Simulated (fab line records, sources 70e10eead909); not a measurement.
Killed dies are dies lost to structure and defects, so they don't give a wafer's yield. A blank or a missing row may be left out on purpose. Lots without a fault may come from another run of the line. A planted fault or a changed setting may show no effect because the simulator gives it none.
A struck lot beside a sound one | flow nand_harc | 15 steps out of a route of 1159
Sound: wafers L991.2, L991.3, L991.4. Struck: wafer L101.2. (L101.4 of the same lot was not struck and is left out.) The cause comes at the end.
At each step with rows: each side's tool, then ch and its chambers, then its first start. Under that, the readings that differ: sound wafers | struck wafers | difference of the means | sigmas: that difference in standard deviations of wafers without a fault.
alike: readings whose means differ by less than 2 such deviations, and words and numbers that are the same on both sides. not compared: withheld readings, readings that some wafer has no value for, bounds like >300 that may hide the same value, and numbers for which the record gives no deviation and whose values overlap.
The two part at a step that has a row with sigmas, a row that says differs or no value, or rows on one side only. Numbers that don't overlap but have no deviation are shown without sigmas and don't part them. A reading that every wafer of one side lacks parts them only if that side has two wafers or more.

NHARC_A_CHANNEL_HOLE_D1_CD_MEAS_30:
  sound on cd_sem-03, day 7 23:32; struck on cd_sem-01, day 10 22:46
  alike: cd_nm
NHARC_A_CHANNEL_HOLE_D1_XSEM_31:
  sound on xsem-01 ch 0, day 7 23:37; struck on xsem-01 ch 0, day 10 22:52
  reading            | sound          | struck | difference | sigmas
  bow_nm (nm)        | 8.97 8.91 8.97 | 8.00   | -0.95      | -3
  tilt_deg (degrees) | 0.00 0.00 0.00 | 0.14   | +0.14      | +3
  alike: bot_cd_nm
NHARC_A_CHANNEL_HOLE_D1_INSPECT_40:
  sound on defect_inspect-02, day 7 23:43; struck on defect_inspect-02, day 10 22:57
  alike: raw_defect_count
then, 2 steps without rows for these wafers: NHARC_A_CHANNEL_FILL_D1_PRECLEAN_00 (cleans in SC1); NHARC_A_CHANNEL_FILL_D1_SRD_01.
NHARC_A_CHANNEL_FILL_D1_ALD_02: deposits SiO2, target thk 6 nm, pulse time 10 s, ald cycles 60.
  sound on ald_hk-03 ch 0,1,3, day 7 23:55; struck on ald_hk-03 ch 2, day 11 01:20
  alike: heater_power_w, precursor_pulse_height_rel
then, 1 step without rows for these wafers: NHARC_A_CHANNEL_FILL_D1_ALD_03 (deposits SiNx, target thk 6 nm, pulse time 60 s, ald cycles 58).
NHARC_A_CHANNEL_FILL_D1_ALD_14: deposits SiO2, target thk 2.5 nm, pulse time 10 s, ald cycles 25.
  sound on ald_hk-03 ch 0,1,2, day 8 06:55; struck on ald_hk-04 ch 2, day 11 08:29
  alike: heater_power_w, precursor_pulse_height_rel
NHARC_A_CHANNEL_FILL_D1_ALD_15: deposits SiNx, target thk 2 nm, pulse time 60 s, ald cycles 19.
  sound on ald_sin_batch-02 ch 0; struck on ald_sin_batch-03 ch 0
  alike: precursor_pulse_height_rel
NHARC_A_CHANNEL_FILL_D1_ALD_16: deposits SiO2, target thk 1.5 nm, pulse time 10 s, ald cycles 15.
  sound on ald_hk-03 ch 1,2,3, day 8 13:16; struck on ald_hk-01 ch 3, day 11 13:31
  alike: heater_power_w, precursor_pulse_height_rel
then, 2 steps without rows for these wafers: NHARC_A_CHANNEL_FILL_D1_ANNEAL_17 (time 1800 s); NHARC_A_CHANNEL_FILL_D1_CVD_18 (deposits poly-Si, target thk 3 nm).
NHARC_A_CHANNEL_FILL_D1_ETCHBACK_19: etches the open film in HBr/Cl2, target depth 5 nm, time 1.7 s.
  sound on rie_si-05 ch 0,1,3, day 9 00:41; struck on rie_si-02 ch 3, day 12 01:03
  reading                | sound             | struck | difference | sigmas
  oes_product_au (a.u.)  | 0.992 1.002 1.014 | 1.318  | +0.315     | +41
  rf_hours_counter_h (h) | 1.1 1.2 1.1       | 0.5    | -0.6       |
  alike: drypump_motor_current_A, he_backside_leak_sccm, throttle_valve_pct
then, 1 step without rows for these wafers: NHARC_A_CHANNEL_FILL_D1_ETCHBACK_20 (etches the open film in C4F8/O2/Ar, target depth 27 nm, time 13.5 s).
NHARC_END_SORT_01:
  the record has rows for the sound wafers here (prober-02 ch 0, day 20 21:16) and none for the struck ones

WHERE THEY PART
First at NHARC_A_CHANNEL_HOLE_D1_XSEM_31; last, within this record, at NHARC_END_SORT_01.

WHY: what the simulator had put in
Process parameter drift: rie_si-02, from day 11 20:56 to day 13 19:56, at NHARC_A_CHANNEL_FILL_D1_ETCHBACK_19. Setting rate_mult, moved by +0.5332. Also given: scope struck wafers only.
